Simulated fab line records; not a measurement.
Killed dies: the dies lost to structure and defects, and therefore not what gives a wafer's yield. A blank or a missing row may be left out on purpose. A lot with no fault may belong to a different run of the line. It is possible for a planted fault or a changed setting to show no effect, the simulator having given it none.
Chamber matching	flow nandHarc	pecvd-03 running NHARC_A_STAIRCASE_DEP_151: 3 sister chambers
The step deposits SiO2, target thk 7200 nm. 14 wafers are shown with their chamber, then 7 later ones without.

== WAFERS PAIRED WITH THEIR CHAMBERS ==
wafer	chamber	heaterPowerW (W)
L075.2	2	1027
L075.5	2	875
L075.6	0	597
L081.1	0	727
L081.3	1	709
L081.6	2	883
L083.2	2	910
L083.4	0	615
L083.5	2	887
L085.2	1	603
L085.3	0	703
L085.4	2	894
L087.1	2	1055
L087.2	0	742

SIGNATURES (averages over the wafers above)
reading	chamber 0	chamber 1	chamber 2	scatter within a chamber
heaterPowerW	676.80	656.00	933.00	72
Rule: for a wafer and a chamber, the distance is found by dividing, reading by reading, the gap between the wafer's reading and the chamber's mean by the reading's scatter, squaring, summing and taking the root. The wafer belongs to the nearest chamber; if the next one is less than 2 further off, it can't be placed. The scatter: take each reading less its chamber's mean, square it, sum over the shown wafers, divide by the number of wafers less the number of chambers, and take the root.

== WAFERS MISSING THEIR CHAMBER ==
wafer	heaterPowerW (W)
L087.3	645
L093.2	652
L093.3	540
L093.5	824
L097.3	954
L097.4	549
L097.6	827

== WHICH CHAMBER EACH WENT THROUGH ==
wafer	from the rows above	in truth
L087.3	can't be placed: 1 or 0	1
L093.2	can't be placed: 1 or 0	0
L093.3	can't be placed: 1 or 0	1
L093.5	can't be placed: 2 or 0 or 1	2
L097.3	2	2
L097.4	can't be placed: 1 or 0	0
L097.6	can't be placed: 2 or 0 or 1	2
Correct placement for 1 of the 7. Not placeable from these rows: 6 (in 6, the candidates include the true chamber). Number placed wrongly: 0.
